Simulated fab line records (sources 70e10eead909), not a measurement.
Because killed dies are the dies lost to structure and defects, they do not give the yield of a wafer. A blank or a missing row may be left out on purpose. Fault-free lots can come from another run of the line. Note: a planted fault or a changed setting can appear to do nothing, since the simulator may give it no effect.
2 desks looking at one fault | flow nand-harc | each desk holds nothing but its own numbers, with what lay behind them at the end

## AT THE METROLOGY DESK
What the gauges read for every lot (on any tool): the sampled wafers with a number, averaged. Marked OUT: a lot whose mean sits more than 4 standard deviations from the usual mean, which makes it out of limits; the brackets give that distance.
Columns: A = thk-nm at NHARC_A_SGD_CUT_THK_MEAS_22, usual 148.2 nm
lot  | first seen here | A
L156 | day 14 06:01    | 148.8
L158 | day 14 06:01    | 148.2
L157 | day 14 12:07    | 147.0
L161 | day 16 07:11    | 149.3
L163 | day 16 07:20    | 148.7
L168 | day 17 03:49    | 148.3
L169 | day 17 03:49    | 149.0
L167 | day 17 18:39    | 147.5
L175 | day 19 11:58    | 148.2
L176 | day 19 11:58    | 148.9
L178 | day 19 11:58    | 147.8
L177 | day 19 16:44    | 148.3
This desk's verdict: no lot among the 12 shows anything out of limits.

## AT THE TOOL OWNER'S DESK: pecvd-01
The tool's own readings at NHARC_A_SLIT_DEP_25 (deposits SiO2, target thk 200 nm): means of the sampled wafers that have a number, for each lot that ran on this tool. Marked OUT: a lot whose mean sits more than 4 standard deviations from the usual mean, which makes it out of limits; the brackets give that distance.
Columns: A = chamber-pressure-Torr at NHARC_A_SLIT_DEP_25, usual 6.498 Torr; B = flow-sccm at NHARC_A_SLIT_DEP_25, usual 2649 sccm; C = heater-power-w at NHARC_A_SLIT_DEP_25, usual 536 W; D = throttle-valve-pct at NHARC_A_SLIT_DEP_25, usual 16.1 %
lot  | first seen here | A     | B    | C   | D
L157 | day 14 12:46    | 6.499 | 2653 | 601 | 16.1
L168 | day 17 04:20    | 6.489 | 2658 | 594 | 16.2
L175 | day 19 12:34    | 6.500 | 2659 | 649 | 15.8
This desk's verdict: no lot among the 3 shows anything out of limits.

## ALL TOGETHER
Nothing out of limits was seen by the metrology desk.
The desk of the tool owner found nothing out of limits.

## WHAT THE SIMULATOR PUT IN
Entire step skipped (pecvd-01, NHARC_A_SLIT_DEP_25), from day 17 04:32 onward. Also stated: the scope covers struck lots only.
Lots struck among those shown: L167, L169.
